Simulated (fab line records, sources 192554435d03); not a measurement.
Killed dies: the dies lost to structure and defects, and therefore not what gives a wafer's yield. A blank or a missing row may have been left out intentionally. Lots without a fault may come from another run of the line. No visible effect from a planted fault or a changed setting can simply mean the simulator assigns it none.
Struck lot and sound lot, side by side + flow n5 finfet + 23 out of 1938 route steps
Sound: these wafers, L603.2, L603.3, L603.4. Wafers L610.2, L610.4, L610.5 were the ones struck. Last of all comes the cause.
At each step with rows: each side's tool, then ch and its chambers, then its first start. Under that, the readings that differ: sound wafers + struck wafers + difference of the means + sigmas: that difference in standard deviations of wafers without a fault.
alike: readings whose means differ by less than 2 such deviations, and words and numbers that are the same on both sides. not compared: withheld readings, readings that some wafer has no value for, bounds like >300 that may hide the same value, and numbers for which the record gives no deviation and whose values overlap.
The two part at a step that has a row with sigmas, a row that says differs or no value, or rows on one side only. Numbers that don't overlap but have no deviation are shown without sigmas and don't part them. Lack of a reading on every wafer of one side parts them only where that side has two or more wafers.

first, 6 steps without rows for these wafers: N5_BEOL_M0_SAQP_DESCUM_19 (chemistry O2, time 7.9 s); N5_BEOL_M0_SAQP_ETCH_83 (etches SiARC in CF4, target depth 39 nm, time 65 s); N5_BEOL_M0_SAQP_ETCH_84 (etches SOC in N2/H2, target depth 100 nm, overetch 20 nm, time 150 s); N5_BEOL_M0_SAQP_STRIP_80 (strips in N2/H2); N5_BEOL_M0_SAQP_HM_OPEN_112 (chemistry CHF3/O2, target SiO2, stops on a-Si, target depth 12 nm, time 13.5 s); N5_BEOL_M0_SAQP_STRIP_113 (strips in CHF3/O2).
N5_BEOL_M0_SAQP_MANDREL_ETCH_20: etches a-Si in HBr/Cl2, stops on SiNx, target depth 60 nm, bt time 10 s, time 30 s.
  sound on rie si-06 ch 0,2,3, day 6 21:25; struck on rie si-04 ch 1,2, day 8 18:35
  alike: drypump motor current A, oes product au, throttle valve pct
  not compared: rf hours counter h
N5_BEOL_M0_SAQP_STRIP_86: strips in N2/H2.
  sound on rie diel-01 ch 0,1,3, day 6 21:37; struck on rie diel-01 ch 0,1,3, day 8 18:51
  alike: bias power w, drypump motor current A, oes product au, rf vpp V, showerhead plenum p Torr, throttle valve pct
  not compared: rf hours counter h
then, 2 steps without rows for these wafers: N5_BEOL_M0_SAQP_STRIP_115 (strips in post etch residue remover, time 60 s); N5_BEOL_M0_SAQP_SRD_93 (time 30 s).
N5_BEOL_M0_SAQP_RECESS_114: chemistry HF/NH3, target SiO2, target depth 14.4 nm, afs cycles 3, sublimation time 60 s.
  sound on vapor etch-01 ch 0,1, day 6 21:45; struck on vapor etch-02 ch 0,1, day 8 18:59
  alike: drypump motor current A
N5_BEOL_M0_SAQP_SPACER1_ALD_98: deposits SiO2, target thk 12.8 nm, pulse time 1 s, purge time 2 s.
  sound on ald sin-01 ch 0,1,2, day 6 22:19; struck on ald sin-04 ch 0,1,3, day 8 19:33
  alike: heater power w, precursor pulse height rel
N5_BEOL_M0_SAQP_SPACER1_ETCHBACK_99: etches SiO2 in CHF3/O2, target depth 15.4 nm, time 7.7 s.
  sound on rie diel-03 ch 0,2,3, day 6 22:50; struck on rie diel-03 ch 0,2, day 8 20:02
  no value came back on the struck wafers for any of 8 readings (CHF3_flow_sccm (sccm), O2_flow_sccm (sccm) and others); on the sound wafers CHF3_flow_sccm (sccm) reads 50.16 50.25 50.00
N5_BEOL_M0_SAQP_MANDREL1_REMOVE_100: chemistry HBr/Cl2/O2, target a-Si, stops on SiNx, bt time 10 s.
  sound on rie si-06 ch 0,1,2, day 6 22:56; struck on rie si-05 ch 1,2, day 8 20:07
| reading               | sound             | struck            | difference | sigmas |
|-----------------------|-------------------|-------------------|------------|--------|
| oes product au (a.u.) | 1.015 0.990 1.018 | 0.372 0.376 0.375 | -0.633     | -32    |
  alike: drypump motor current A, throttle valve pct
  not compared: rf hours counter h
N5_BEOL_M0_SAQP_CD_MEAS_25 targets a cd of 13.1 nm.
  sound on cd sem-03 ch 0, day 6 23:02; struck on cd sem-02 ch 0, day 8 20:14
| reading    | sound             | struck | difference                    | sigmas |
|------------|-------------------|--------|-------------------------------|--------|
| cd nm (nm) | 12.84 12.64 12.44 | - - -  | no value on the struck wafers |        |
N5_BEOL_M0_SAQP_ETCH_101: etches SiNx in CH3F/O2, target depth 29.9 nm, time 42.7 s.
  sound on rie diel-01 ch 0,1,3, day 6 23:07; struck on rie diel-03 ch 1,2,3, day 8 20:34
| reading               | sound          | struck         | difference | sigmas |
|-----------------------|----------------|----------------|------------|--------|
| oes product au (a.u.) | 0.90 0.87 0.95 | 0.34 0.29 0.29 | -0.60      | -7     |
  alike: drypump motor current A, rf vpp V, showerhead plenum p Torr, throttle valve pct
  not compared: rf hours counter h
N5_BEOL_M0_SAQP_ETCH_102: etches SiO2 in CF4, target depth 4 nm, time 4.4 s.
  sound on rie si-04 ch 0,1,3, day 6 23:13; struck on rie si-06 ch 0,1,2, day 8 20:40
  alike: cf4 flow sccm, drypump motor current A, oes product au, throttle valve pct
  not compared: rf hours counter h
N5_BEOL_M0_SAQP_MANDREL_ETCH_103: etches a-Si in HBr/Cl2, stops on SiCN, target depth 45 nm, bt time 10 s, time 27 s.
  sound on rie si-04 ch 0,1,3, day 6 23:16; struck on rie si-06 ch 0,1,2, day 8 20:43
| reading               | sound             | struck            | difference | sigmas |
|-----------------------|-------------------|-------------------|------------|--------|
| oes product au (a.u.) | 0.697 0.693 0.713 | 0.296 0.287 0.291 | -0.410     | -32    |
  alike: drypump motor current A, throttle valve pct
  not compared: rf hours counter h
then, 2 steps without rows for these wafers: N5_BEOL_M0_SAQP_RECESS_104 (chemistry HF/NH3, target SiO2, target depth 18 nm, afs cycles 3, sublimation time 60 s); N5_BEOL_M0_SAQP_COAT_105 (time 60 s, resist thk 100 nm).
N5_BEOL_M0_SAQP_ETCH_106: etches SOC in N2/H2, stops on SiNx, target depth 150 nm.
  sound on rie diel-03 ch 0,2,3, day 6 23:50; struck on rie diel-01 ch 0,2,3, day 8 21:14
| reading               | sound          | struck         | difference | sigmas |
|-----------------------|----------------|----------------|------------|--------|
| oes product au (a.u.) | 0.78 0.91 0.85 | 0.34 0.32 0.33 | -0.52      | -7     |
  alike: drypump motor current A, rf vpp V, showerhead plenum p Torr, throttle valve pct
  not compared: rf hours counter h
then, 1 step without rows for these wafers: N5_BEOL_M0_SAQP_ETCH_107 (etches SiNx in CH3F/O2, target depth 30 nm).
N5_BEOL_M4_RC_MEAS_101:
  the record has rows for the sound wafers here (prober-01 ch 0, day 9 20:53) and none for the struck ones

## WHERE THEY PART
Last at N5_BEOL_M4_RC_MEAS_101 as far as this record goes, first at N5_BEOL_M0_SAQP_SPACER1_ETCHBACK_99.

WHY: what the simulator had put in
At N5_BEOL_M0_SAQP_SPACER1_ETCHBACK_99, the step was skipped entirely on rie diel-03 from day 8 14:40 on. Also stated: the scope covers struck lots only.
